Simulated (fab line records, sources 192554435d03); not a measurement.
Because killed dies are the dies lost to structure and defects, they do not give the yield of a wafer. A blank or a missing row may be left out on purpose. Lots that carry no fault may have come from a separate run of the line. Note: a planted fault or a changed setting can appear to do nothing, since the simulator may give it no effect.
fab line records -- flow n5Finfet
[record] lots = 7, wafers = 39
route steps=1938 shown FIN_SAQP@143 DUMMY_GATE@246 HKMG_FIN@406 MOL_CONTACT_COAG@562 PASSIVATION@1936
startH: the number of hours between the record's first day and the start of the first shown wafer of the lot -- waitH: hours elapsed since this lot's preceding step -- " as in the row above -- L1.1+2: a row that stands for several wafers -- - no value, or no start was given -- * or withheld: withheld -- < > ~ a bound
route shown NAME@n: a module of which the file shows steps, and the number in the route of the first -- usual: mean/standard deviation of fault-free wafers -- same: alike in all rows -- chamber/n: place in a boat -- sites: per-site readings -- _std_site: their standard deviation -- _edge_site: the outer-site mean with the inner-site mean subtracted -- radiusMm: for every site, how far away it sits from the centre of the wafer -- mask NAME#n: copy n -- behind: tool/chamber where the wafer was last shaped -- hold: reason for holding the lot/hours on hold/outcome of the hold -- device: which transistor (n, p or np) failed to switch -- end of line: the tests these same wafers got at the end of their route -- where a step has no rows: the recipe by itself -- killed: the dies lost at the first sort to structure and to defects; this is not the yield of the wafer -- map: a wafer's dies, x killed, . not, _ none there
set.NAME: the run value of the setting; set.NAME@STEP: its run value at that earlier step -- model.NAME: the simulator's own value behind a step, which no gauge read
lots run with intentionally changed settings; tables by step, rows by wafer
[[steps]]
[step N5_FIN_SAQP_ETCH_34]
[recipe] chemistry = C4F6/O2, target = SiO2, targetDepthA = 450, timeS = 15, ionEnergyEv = 250, pressureMtorr = 30, sourceW = 345, biasW = 185, Ar_flow_sccm = 300, C4F6_flow_sccm = 10, O2_flow_sccm = 10, ends = cleared
[step N5_FIN_SAQP_ETCH_64]
[recipe] chemistry = CF4, target = SiO2, targetDepthA = 15, ionEnergyEv = 350, pressureMtorr = 10, icpW = 800, biasW = 400, cf4FlowSccm = 80
[step N5_DUMMY_GATE_ETCH_32]
[recipe] chemistry = CF4, target = SiO2, targetDepthA = 35, timeS = 3.9, ionEnergyEv = 350, pressureMtorr = 10, icpW = 800, biasW = 400, cf4FlowSccm = 80
[step N5_DUMMY_GATE_ETCH_44]
[recipe] chemistry = HBr/O2, overEtchFrac = 0.7, targetDepthA = 1275, stopOn = SiO2, ionEnergyEv = 60, biasW = 20, target = poly-Si, maskMaterial = SiO2, pressureMtorr = 20, icpW = 400, HBr_flow_sccm = 120, O2_flow_sccm = 10
[step N5_HKMG_FIN_ETCH_58]
[recipe] chemistry = N2/H2, target = SOC, targetDepthA = 2158, ionEnergyEv = 50, biasW = 13, timeS = 741, pressureMtorr = 30, sourceW = 875, n2FlowSccm = 200, h2FlowSccm = 200
[step N5_MOL_CONTACT_COAG_ALD_123]
[recipe] material = SiNx, targetThkA = 50, tempC = 400, aldPrecursorFamily = SiH2I2, aldCoReactant = N2/H2-plasma, pulseTimeS = 1, purgeTimeS = 2, coReactantPurgeTimeS = 2, aldCycles = 100, pressureTorr = 2
[step N5_MOL_CONTACT_COAG_EXPOSE_81]
[recipe] maskId = VG, na = 0.33, sourceShape = annular, sigmaInner = 0.3, sigmaOuter = 0.7, polarization = unpolarized, defocusNm = 0, doseMj = 59.5
[step N5_MOL_CONTACT_COAG_ALD_131]
[recipe] material = SiO2, targetThkA = 50, tempC = 100, aldPrecursorFamily = BDEAS, aldCoReactant = O2-plasma, pulseTimeS = 1, coReactantPulseTimeS = 1, purgeTimeS = 2, coReactantPurgeTimeS = 2, aldCycles = 35, pressureTorr = 2
[step N5_PASSIVATION_PROBE_49]
[usual] defectLimitedYield = 91.0/1.5, killedAtContacts = 13/6.1, killedDies = 106/17, sort_bin_6_memory = 3.3/0.68
lot.wafer,tool,chamber,startH,waitH,set.sourceW@FIN_SAQP_ETCH_34,set.biasW@FIN_SAQP_ETCH_64,set.timeS@DUMMY_GATE_ETCH_32,set.targetDepthA@DUMMY_GATE_ETCH_44,set.biasW@HKMG_FIN_ETCH_58,set.aldCycles@MOL_CONTACT_COAG_ALD_123,set.doseMj@MOL_CONTACT_COAG_EXPOSE_81,set.aldCycles@MOL_CONTACT_COAG_ALD_131,defectLimitedYield[%],killedAtContacts,killedDies,sort_bin_6_memory[%]
L076.1,prober-02,-,303.16,0.7,345,400,3.9,1275,15.13,100,61.91,35,91.9,20,95,3.1
L076.2,prober-02,-,303.21,0.7,389.8,400,3.9,1275,13,100,59.5,30,93.4,25,78,3.2
L076.3,prober-02,-,303.26,0.8,389.8,400,3.9,1275,15.13,100,61.91,35,91.2,15,104,2.6
L076.4,prober-02,-,303.31,0.8,345,400,3.9,1275,15.13,100,59.5,30,91.0,30,106,4.0
L076.5,prober-02,-,303.36,0.9,345,400,3.9,1275,13,100,61.91,30,92.6,12,87,2.3
L076.6,prober-02,-,303.41,0.9,389.8,400,3.9,1275,13,100,59.5,35,93.0,15,83,2.6
L077.1,prober-02,-,324.23,0.0,345,400,3.9,1430,13,100,59.5,31,91.3,16,103,2.8
L077.2,prober-02,-,324.28,0.1,345,372.5,3.277,1275,12.16,100,59.5,31,92.0,14,94,2.9
L077.3,prober-02,-,324.33,0.1,345,400,3.277,1430,12.16,100,62.28,31,91.3,8,103,3.1
L077.4,prober-02,-,324.38,0.2,345,372.5,3.277,1430,13,100,62.28,35,92.7,11,86,2.3
L077.5,prober-02,-,324.43,0.2,345,400,3.9,1275,12.16,100,62.28,35,91.4,10,101,3.0
L077.6,prober-02,-,324.48,0.3,345,372.5,3.9,1275,13,100,59.5,35,91.7,23,98,3.1
L080.1,prober-01,-,335.31,0.0,298.2,362.2,3.04,1275,13,100,59.5,32,89.3,10,126,3.9
L080.2,prober-01,-,335.36,0.1,345,362.2,3.04,1183,13,106,59.5,35,90.9,7,107,3.6
L080.3,prober-01,-,335.41,0.1,345,400,3.9,1275,13,100,59.5,32,89.7,11,121,3.5
L080.4,prober-01,-,335.46,0.2,345,362.2,3.9,1183,13,106,59.5,32,90.6,9,111,2.9
L080.5,prober-01,-,335.51,0.2,298.2,400,3.04,1275,13,106,59.5,35,90.0,8,118,4.3
L080.6,prober-01,-,335.56,0.3,298.2,400,3.9,1183,13,100,59.5,35,87.5,11,148,4.2
L081.1,prober-02,-,355.92,0.0,345,400,4.431,1336,15.33,100,59.5,35,89.1,14,129,3.9
L081.2,prober-02,-,355.97,0.1,322.9,400,4.431,1336,13,88,55.18,35,78.2,175,257,9.1
L081.3,prober-02,-,356.02,0.1,322.9,400,3.9,1275,13,100,55.18,35,76.4,191,278,8.0
L081.4,prober-02,-,356.07,0.2,322.9,400,4.431,1275,15.33,88,59.5,35,88.3,8,138,5.2
L081.5,prober-02,-,356.12,0.2,345,400,3.9,1336,15.33,100,55.18,35,75.4,185,290,9.3
L081.6,prober-02,-,356.17,0.3,345,400,3.9,1275,13,88,59.5,35,92.7,5,86,2.4
L085.1,prober-01,-,374.41,0.0,345,400,3.223,1275,11.02,100,55.32,35,78.3,150,256,7.5
L085.2,prober-01,-,374.46,0.1,281.6,400,3.223,1275,13,85,59.5,35,90.4,18,113,3.5
L085.3,prober-01,-,374.51,0.1,345,400,3.9,1178,13,100,59.5,30,90.0,20,118,2.8
L085.4,prober-01,-,374.56,0.2,281.6,430,3.9,1275,11.02,85,59.5,30,90.5,15,112,3.6
L085.5,prober-01,-,374.61,0.2,345,430,3.9,1178,13,85,55.32,30,80.8,148,226,7.3
L085.6,prober-01,-,374.66,0.3,281.6,430,3.223,1178,11.02,100,55.32,35,77.4,155,267,8.3
L093.2,prober-01,-,414.77,0.1,345,400,3.9,1275,13,100,59.5,35,89.9,23,119,3.5
L093.5,prober-01,-,414.92,0.2,345,400,3.9,1275,13,100,59.5,35,89.4,30,125,4.2
L093.6,prober-01,-,414.97,0.3,345,400,3.9,1275,13,100,59.5,35,88.5,22,136,4.8
L094.1,prober-02,-,421.05,0.0,364.3,400,4.516,1275,10.91,100,61.67,40,91.3,8,103,3.1
L094.2,prober-02,-,421.10,0.1,364.3,400,3.9,1275,13,100,59.5,35,90.5,19,112,3.0
L094.3,prober-02,-,421.15,0.1,345,400,3.9,1387,13,100,61.67,40,91.2,12,104,3.6
L094.4,prober-02,-,421.20,0.2,345,367.6,4.516,1275,13,100,61.67,35,90.6,7,111,3.6
L094.5,prober-02,-,421.25,0.2,345,367.6,3.9,1387,10.91,100,59.5,40,91.7,15,98,2.5
L094.6,prober-02,-,421.30,0.3,364.3,367.6,4.516,1387,10.91,100,59.5,35,92.0,13,94,3.3
// killed by level:class
L076.1 MOL_CONTACT_COAG:geometricParticle:open=15 FIN_SAQP:geometricParticle:short=13 FIN_SAQP:geometricParticle:open=11 BEOL_M3:geometricParticle:open=9 DUMMY_GATE:geometricParticle:open=5 MOL_CONTACT_COAG:geometricParticle:short=5 STI_FIN_REVEAL:geometricParticle:open=4 BEOL_M5:geometricParticle:open=3
L076.2 MOL_CONTACT_COAG:geometricParticle:open=18 STI_FIN_REVEAL:geometricParticle:open=7 BEOL_M3:geometricParticle:open=6 FIN_SAQP:geometricParticle:short=4 BEOL_M4:geometricParticle:open=4 MOL_CONTACT_COAG:geometricParticle:short=4 BEOL_M11:geometricParticle:open=4 BEOL_M0_SAQP:geometricParticle:open=3
L076.3 MOL_CONTACT_COAG:geometricParticle:open=12 STI_FIN_REVEAL:geometricParticle:open=11 BEOL_M1:geometricParticle:open=10 FIN_SAQP:geometricParticle:open=9 FIN_SAQP:geometricParticle:short=8 BEOL_M3:geometricParticle:open=7 BEOL_M2:geometricParticle:open=5 GATE_CUT:geometricParticle:short=4
L076.4 MOL_CONTACT_COAG:geometricParticle:open=22 BEOL_M4:geometricParticle:open=8 STI_FIN_REVEAL:geometricParticle:open=7 BEOL_M3:geometricParticle:open=7 MOL_CONTACT_COAG:areaAld=7 GATE_CUT:geometricParticle:short=6 BEOL_M0_SAQP:geometricParticle:short=6 BEOL_M1:geometricParticle:open=6
L076.5 BEOL_M1:geometricParticle:open=9 FIN_SAQP:geometricParticle:open=7 STI_FIN_REVEAL:geometricParticle:open=7 MOL_CONTACT_COAG:geometricParticle:open=7 DUMMY_GATE:geometricParticle:open=6 BEOL_M0_SAQP:geometricParticle:short=6 BEOL_M5:geometricParticle:open=5 BEOL_M7:geometricParticle:open=5
L076.6 MOL_CONTACT_COAG:geometricParticle:open=11 BEOL_M0_SAQP:geometricParticle:short=10 FIN_SAQP:geometricParticle:open=7 BEOL_M2:geometricParticle:open=7 BEOL_M0_SAQP:geometricParticle:open=5 BEOL_M3:geometricParticle:open=5 FIN_SAQP:geometricParticle:short=4 GATE_CUT:geometricParticle:short=4
L077.1 MOL_CONTACT_COAG:geometricParticle:open=15 FIN_SAQP:geometricParticle:short=10 FIN_SAQP:geometricParticle:open=8 BEOL_M5:geometricParticle:open=6 BEOL_M0_SAQP:geometricParticle:short=6 BEOL_M2:geometricParticle:open=6 BEOL_M3:geometricParticle:open=6 BEOL_M0_SAQP:geometricParticle:open=5
L077.2 BEOL_M1:geometricParticle:open=15 MOL_CONTACT_COAG:geometricParticle:open=10 BEOL_M4:geometricParticle:open=9 BEOL_M0_SAQP:geometricParticle:short=6 GATE_CUT:geometricParticle:short=5 BEOL_M4:geometricParticle:short=5 MOL_CONTACT_COAG:geometricParticle:short=4 BEOL_M2:geometricParticle:open=4
L077.3 FIN_SAQP:geometricParticle:short=15 BEOL_M0_SAQP:geometricParticle:open=12 FIN_SAQP:geometricParticle:open=11 BEOL_M0_SAQP:geometricParticle:short=7 BEOL_M2:geometricParticle:open=7 MOL_CONTACT_COAG:geometricParticle:open=6 BEOL_M5:geometricParticle:open=6 STI_FIN_REVEAL:geometricParticle:open=4
L077.4 STI_FIN_REVEAL:geometricParticle:open=9 DUMMY_GATE:geometricParticle:open=7 MOL_CONTACT_COAG:geometricParticle:open=6 BEOL_M0_SAQP:geometricParticle:short=6 STI_FIN_REVEAL:geometricParticle:short=5 GATE_CUT:geometricParticle:short=5 MOL_CONTACT_COAG:geometricParticle:short=5 BEOL_M3:geometricParticle:open=5
L077.5 FIN_SAQP:geometricParticle:short=13 BEOL_M2:geometricParticle:open=8 MOL_CONTACT_COAG:geometricParticle:open=8 BEOL_M3:geometricParticle:open=6 DUMMY_GATE:geometricParticle:short=5 STARTING-WAFER:geometricParticle:short=5 BEOL_M0_SAQP:geometricParticle:short=5 BEOL_M4:geometricParticle:open=5
L077.6 MOL_CONTACT_COAG:geometricParticle:open=17 BEOL_M2:geometricParticle:open=12 BEOL_M5:geometricParticle:open=8 DUMMY_GATE:geometricParticle:open=7 BEOL_M0_SAQP:geometricParticle:short=7 MOL_CONTACT_COAG:geometricParticle:short=6 BEOL_M1:geometricParticle:open=5 FIN_SAQP:geometricParticle:open=4
L080.1 BEOL_M0_SAQP:geometricParticle:open=21 BEOL_M0_SAQP:geometricParticle:short=17 BEOL_M3:geometricParticle:open=12 GATE_CUT:geometricParticle:short=8 BEOL_M4:geometricParticle:open=7 FIN_SAQP:geometricParticle:open=6 MOL_CONTACT_COAG:geometricParticle:open=6 BEOL_M2:geometricParticle:open=6
L080.2 BEOL_M0_SAQP:geometricParticle:open=21 BEOL_M0_SAQP:geometricParticle:short=18 FIN_SAQP:geometricParticle:short=6 GATE_CUT:geometricParticle:short=6 BEOL_M2:geometricParticle:open=5 BEOL_M3:geometricParticle:open=5 STARTING-WAFER:geometricParticle:short=5 MOL_CONTACT_COAG:geometricParticle:short=4
L080.3 BEOL_M0_SAQP:geometricParticle:open=24 BEOL_M0_SAQP:geometricParticle:short=24 BEOL_M4:geometricParticle:open=14 MOL_CONTACT_COAG:geometricParticle:open=8 BEOL_M2:geometricParticle:open=6 STI_FIN_REVEAL:geometricParticle:open=4 BEOL_M2:geometricParticle:short=4 BEOL_M3:geometricParticle:short=4
L080.4 BEOL_M0_SAQP:geometricParticle:open=20 BEOL_M0_SAQP:geometricParticle:short=16 BEOL_M3:geometricParticle:open=9 BEOL_M2:geometricParticle:open=8 BEOL_M4:geometricParticle:open=8 GATE_CUT:geometricParticle:short=6 MOL_CONTACT_COAG:geometricParticle:open=5 MOL_CONTACT_COAG:geometricParticle:short=4
L080.5 BEOL_M0_SAQP:geometricParticle:short=22 BEOL_M0_SAQP:geometricParticle:open=15 STI_FIN_REVEAL:geometricParticle:open=12 BEOL_M4:geometricParticle:open=7 GATE_CUT:geometricParticle:open=6 MOL_CONTACT_COAG:geometricParticle:open=6 BEOL_M4:geometricParticle:short=5 STARTING-WAFER:geometricParticle:open=4
L080.6 BEOL_M0_SAQP:geometricParticle:short=28 BEOL_M0_SAQP:geometricParticle:open=25 BEOL_M4:geometricParticle:open=13 STI_FIN_REVEAL:geometricParticle:open=11 MOL_CONTACT_COAG:geometricParticle:open=10 DUMMY_GATE:geometricParticle:open=8 FIN_SAQP:geometricParticle:open=5 GATE_CUT:geometricParticle:open=5
L081.1 BEOL_M0_SAQP:geometricParticle:short=22 STI_FIN_REVEAL:geometricParticle:open=15 BEOL_M0_SAQP:geometricParticle:open=15 MOL_CONTACT_COAG:geometricParticle:open=10 GATE_CUT:geometricParticle:short=6 DUMMY_GATE:geometricParticle:open=5 BEOL_M3:geometricParticle:open=5 BEOL_M5:geometricParticle:open=5
L081.2 MOL_CONTACT_COAG:areaExpose=167 BEOL_M0_SAQP:geometricParticle:open=9 MOL_CONTACT_COAG:geometricParticle:open=8 BEOL_M0_SAQP:geometricParticle:short=8 BEOL_M4:geometricParticle:open=7 STI_FIN_REVEAL:geometricParticle:open=6 BEOL_M1:geometricParticle:open=6 BEOL_M2:geometricParticle:open=6
L081.3 MOL_CONTACT_COAG:areaExpose=175 BEOL_M0_SAQP:geometricParticle:short=16 MOL_CONTACT_COAG:geometricParticle:open=15 BEOL_M0_SAQP:geometricParticle:open=15 BEOL_M2:geometricParticle:open=9 STI_FIN_REVEAL:geometricParticle:open=5 GATE_CUT:geometricParticle:short=5 BEOL_M3:geometricParticle:open=4
L081.4 BEOL_M0_SAQP:geometricParticle:open=21 FIN_SAQP:geometricParticle:short=10 BEOL_M0_SAQP:geometricParticle:short=10 BEOL_M3:geometricParticle:open=10 GATE_CUT:geometricParticle:short=9 DUMMY_GATE:geometricParticle:open=8 BEOL_M4:geometricParticle:open=8 GATE_CUT:geometricParticle:open=6
L081.5 MOL_CONTACT_COAG:areaExpose=173 BEOL_M0_SAQP:geometricParticle:short=11 BEOL_M3:geometricParticle:open=11 BEOL_M0_SAQP:geometricParticle:open=11 MOL_CONTACT_COAG:geometricParticle:open=9 STI_FIN_REVEAL:geometricParticle:open=8 BEOL_M2:geometricParticle:open=8 FIN_SAQP:geometricParticle:open=7
L081.6 BEOL_M4:geometricParticle:open=9 GATE_CUT:geometricParticle:short=5 BEOL_M0_SAQP:geometricParticle:open=5 BEOL_M0_SAQP:geometricParticle:short=5 BEOL_M2:geometricParticle:open=5 STI_FIN_REVEAL:geometricParticle:open=4 DUMMY_GATE:geometricParticle:open=4 SPACER0:geometricParticle:open=4
L085.1 MOL_CONTACT_COAG:areaExpose=140 BEOL_M1:geometricParticle:open=19 FIN_SAQP:geometricParticle:open=18 FIN_SAQP:geometricParticle:short=11 MOL_CONTACT_COAG:geometricParticle:open=10 BEOL_M0_SAQP:geometricParticle:short=10 BEOL_M0_SAQP:geometricParticle:open=9 BEOL_M3:geometricParticle:open=7
L085.2 MOL_CONTACT_COAG:geometricParticle:open=15 BEOL_M3:geometricParticle:open=13 BEOL_M0_SAQP:geometricParticle:short=11 BEOL_M0_SAQP:geometricParticle:open=9 BEOL_M4:geometricParticle:open=8 STI_FIN_REVEAL:geometricParticle:open=4 GATE_CUT:geometricParticle:short=4 GATE_CUT:geometricParticle:open=4
L085.3 FIN_SAQP:geometricParticle:open=13 MOL_CONTACT_COAG:geometricParticle:open=12 BEOL_M0_SAQP:geometricParticle:open=12 FIN_SAQP:geometricParticle:short=9 DUMMY_GATE:geometricParticle:open=8 BEOL_M0_SAQP:geometricParticle:short=8 BEOL_M2:geometricParticle:open=8 GATE_CUT:geometricParticle:short=6
L085.4 BEOL_M3:geometricParticle:open=16 BEOL_M0_SAQP:geometricParticle:open=13 BEOL_M2:geometricParticle:open=10 GATE_CUT:geometricParticle:short=8 BEOL_M0_SAQP:geometricParticle:short=7 MOL_CONTACT_COAG:areaAld=6 MOL_CONTACT_COAG:geometricParticle:open=5 BEOL_M4:geometricParticle:open=5
L085.5 MOL_CONTACT_COAG:areaExpose=138 FIN_SAQP:geometricParticle:open=8 BEOL_M0_SAQP:geometricParticle:open=8 BEOL_M2:geometricParticle:open=8 BEOL_M3:geometricParticle:open=7 BEOL_M1:geometricParticle:open=6 FIN_SAQP:geometricParticle:short=5 MOL_CONTACT_COAG:geometricParticle:open=5
L085.6 MOL_CONTACT_COAG:areaExpose=144 BEOL_M0_SAQP:geometricParticle:short=11 BEOL_M0_SAQP:geometricParticle:open=11 MOL_CONTACT_COAG:geometricParticle:open=9 BEOL_M4:geometricParticle:open=9 STI_FIN_REVEAL:geometricParticle:open=7 FIN_SAQP:geometricParticle:open=6 PASS1_CAP:geometricParticle:short=6
L093.2 MOL_CONTACT_COAG:geometricParticle:open=19 STI_FIN_REVEAL:geometricParticle:open=12 BEOL_M0_SAQP:geometricParticle:short=12 BEOL_M0_SAQP:geometricParticle:open=11 BEOL_M2:geometricParticle:open=7 BEOL_M0:geometricParticle:open=6 BEOL_M1:geometricParticle:open=6 HKMG_FIN:areaEtch=6
L093.5 MOL_CONTACT_COAG:geometricParticle:open=22 BEOL_M2:geometricParticle:open=17 STI_FIN_REVEAL:geometricParticle:open=8 MOL_CONTACT_COAG:geometricParticle:short=8 BEOL_M4:geometricParticle:open=8 BEOL_M3:geometricParticle:open=8 FIN_SAQP:geometricParticle:short=6 BEOL_M0_SAQP:geometricParticle:short=6
L093.6 BEOL_M0_SAQP:geometricParticle:short=18 BEOL_M0_SAQP:geometricParticle:open=17 MOL_CONTACT_COAG:geometricParticle:open=16 STI_FIN_REVEAL:geometricParticle:open=12 FIN_SAQP:geometricParticle:short=8 BEOL_M2:geometricParticle:open=8 BEOL_M3:geometricParticle:open=8 BEOL_M1:geometricParticle:open=7
L094.1 STI_FIN_REVEAL:geometricParticle:open=15 GATE_CUT:geometricParticle:short=12 BEOL_M4:geometricParticle:open=9 BEOL_M0_SAQP:geometricParticle:open=7 MOL_CONTACT_COAG:geometricParticle:open=6 BEOL_M3:geometricParticle:open=6 FIN_SAQP:geometricParticle:open=5 STI_FIN_REVEAL:geometricParticle:short=5
L094.2 BEOL_M4:geometricParticle:open=18 MOL_CONTACT_COAG:geometricParticle:open=16 FIN_SAQP:geometricParticle:short=7 GATE_CUT:geometricParticle:open=7 STI_FIN_REVEAL:geometricParticle:open=5 DUMMY_GATE:geometricParticle:open=5 BEOL_M0_SAQP:geometricParticle:open=5 BEOL_M2:geometricParticle:short=5
L094.3 MOL_CONTACT_COAG:geometricParticle:open=10 BEOL_M4:geometricParticle:open=10 BEOL_M0_SAQP:geometricParticle:open=7 BEOL_M2:geometricParticle:open=7 STI_FIN_REVEAL:geometricParticle:open=5 GATE_CUT:geometricParticle:short=5 BEOL_M1:geometricParticle:open=5 BEOL_M3:geometricParticle:open=5
L094.4 FIN_SAQP:geometricParticle:short=13 BEOL_M4:geometricParticle:open=13 BEOL_M2:geometricParticle:open=10 STI_FIN_REVEAL:geometricParticle:open=8 FIN_SAQP:geometricParticle:open=6 MOL_CONTACT_COAG:geometricParticle:open=6 GATE_CUT:geometricParticle:short=5 DUMMY_GATE:geometricParticle:open=4
L094.5 GATE_CUT:geometricParticle:short=9 MOL_CONTACT_COAG:geometricParticle:open=7 BEOL_M2:geometricParticle:open=7 FIN_SAQP:geometricParticle:short=6 BEOL_M0_SAQP:geometricParticle:short=6 BEOL_M0:geometricParticle:open=5 BEOL_M3:geometricParticle:open=5 MOL_CONTACT_COAG:areaAld=5
L094.6 MOL_CONTACT_COAG:geometricParticle:open=9 FIN_SAQP:geometricParticle:open=7 STI_FIN_REVEAL:geometricParticle:open=7 BEOL_M3:geometricParticle:open=6 GATE_CUT:geometricParticle:short=6 BEOL_M4:geometricParticle:open=6 BEOL_M0_SAQP:geometricParticle:short=5 BEOL_M0_SAQP:geometricParticle:open=5
[[key]]
[split] step = N5_FIN_SAQP_ETCH_34, setting = sourceW, statedAs = 345
response none clear
[split] step = N5_FIN_SAQP_ETCH_64, setting = biasW, statedAs = 400
response none clear
[split] step = N5_DUMMY_GATE_ETCH_32, setting = timeS, statedAs = 3.9
response none clear
[split] step = N5_DUMMY_GATE_ETCH_44, setting = targetDepthA, statedAs = 1275
response none clear
[split] step = N5_HKMG_FIN_ETCH_58, setting = biasW, statedAs = 13
response none clear
[split] step = N5_MOL_CONTACT_COAG_ALD_123, setting = aldCycles, statedAs = 100
response none clear
[split] step = N5_MOL_CONTACT_COAG_EXPOSE_81, setting = doseMj, statedAs = 59.5
[response] step = N5_PASSIVATION_PROBE_49, reading = killedAtContacts, slope = -14.7, per = 1%, togetherWith = all, explained = 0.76
[response] step = N5_PASSIVATION_PROBE_49, reading = sort_bin_6_memory, slope = -0.476, per = 1%, togetherWith = all, explained = 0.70
[response] step = N5_PASSIVATION_PROBE_49, reading = killedDies, slope = -13.5, per = 1%, togetherWith = all, explained = 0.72
[response] step = N5_PASSIVATION_PROBE_49, reading = defectLimitedYield, slope = +1.14, per = 1%, togetherWith = all, explained = 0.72
[split] step = N5_MOL_CONTACT_COAG_ALD_131, setting = aldCycles, statedAs = 35
response none clear
